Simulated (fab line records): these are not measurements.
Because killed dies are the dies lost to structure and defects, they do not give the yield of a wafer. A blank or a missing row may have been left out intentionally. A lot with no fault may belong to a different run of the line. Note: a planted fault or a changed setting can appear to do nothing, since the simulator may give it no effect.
Chamber matching    flow nand harc    NHARC_P_ZERO_WELL_ETCH_65 on rie diel-12: 4 sister chambers
The step etches the open film in N2/H2, target depth 80 nm, overetch 24 nm, time 87.88 s. 36 wafers are shown with their chamber, then 12 later ones without.

== WAFERS WITH THEIR CHAMBER ==
wafer   chamber  showerhead plenum p Torr (Torr)  drypump motor current A (A)  rf vpp V (V)
L075.1  3        2.07                             6.0                          430.8
L075.3  1        2.07                             5.2                          432.1
L075.4  2        1.90                             5.4                          426.6
L079.2  0        1.97                             6.5                          428.2
L079.3  3        2.07                             5.9                          431.2
L079.4  2        1.90                             5.4                          427.6
L080.2  3        2.07                             6.0                          429.6
L080.3  1        2.07                             5.2                          431.0
L080.4  2        1.90                             5.4                          426.2
L081.3  2        1.90                             5.4                          425.1
L081.5  2        1.90                             5.4                          425.9
L081.6  3        2.07                             5.9                          432.1
L081.1  1        2.07                             5.2                          431.2
L081.2  3        2.07                             6.0                          431.9
L081.4  0        1.97                             6.5                          428.6
L082.1  3        2.07                             5.9                          430.9
L082.2  2        1.90                             5.4                          428.3
L082.3  0        1.97                             6.5                          428.1
L082.4  1        2.07                             5.2                          431.0
L082.5  0        1.97                             6.5                          428.6
L082.6  3        2.06                             5.9                          430.5
L085.1  2        1.90                             5.4                          428.4
L085.3  1        2.07                             5.2                          431.3
L085.6  2        1.90                             5.4                          426.1
L086.3  1        2.07                             5.2                          431.7
L086.4  3        2.07                             5.9                          432.1
L086.6  2        1.90                             5.4                          427.2
L087.1  3        2.06                             5.9                          432.1
L087.2  0        1.97                             6.5                          429.0
L087.4  1        2.07                             5.2                          432.3
L088.2  1        2.07                             5.2                          431.8
L088.4  0        1.97                             6.5                          427.3
L088.5  2        1.90                             5.4                          426.8
L089.2  3        2.07                             5.9                          431.9
L089.3  0        1.97                             6.5                          429.5
L089.4  2        1.90                             5.4                          425.5

SIGNATURES (means of the wafers above)
reading                   chamber 0  chamber 1  chamber 2  chamber 3  scatter within a chamber
showerhead plenum p Torr  1.9700     2.0700     1.9000     2.0680     0.00224
drypump motor current A   6.500      5.200      5.400      5.930      0.0256
rf vpp V                  428.471    431.550    426.700    431.310    0.849
Rule: for each reading, subtract the chamber's mean from the wafer's reading, divide by that reading's scatter and square the result; add these up over the readings and take the root, which gives the wafer's distance from the chamber. The wafer belongs to the nearest chamber; if the next one is less than 2 further off, it can't be placed. How the scatter is found: for the shown wafers, subtract from each reading the mean of its chamber, square and add these, divide the total by (wafers less chambers), then take the root.

== WAFERS WHOSE CHAMBER IS MISSING ==
wafer   showerhead plenum p Torr (Torr)  drypump motor current A (A)  rf vpp V (V)
L091.3  2.06                             6.0                          431.1
L091.4  2.07                             5.2                          432.4
L091.5  1.97                             6.5                          428.4
L095.1  1.90                             5.4                          424.8
L095.2  2.07                             5.2                          432.5
L095.3  1.97                             6.5                          430.3
L095.4  2.06                             5.9                          432.6
L095.5  2.06                             5.9                          432.0
L095.6  1.97                             6.5                          429.1
L097.1  2.06                             5.9                          431.7
L097.3  1.97                             6.5                          428.3
L097.4  2.07                             5.2                          431.9

== WHICH CHAMBER EACH WENT THROUGH ==
wafer   from the rows above  in truth
L091.3  3                    3
L091.4  1                    1
L091.5  0                    0
L095.1  2                    2
L095.2  1                    1
L095.3  0                    0
L095.4  3                    3
L095.5  3                    3
L095.6  0                    0
L097.1  3                    3
L097.3  0                    0
L097.4  1                    1
Correctly placed: 12 of 12. From these rows, 0 cannot be placed. Wrongly placed: 0.
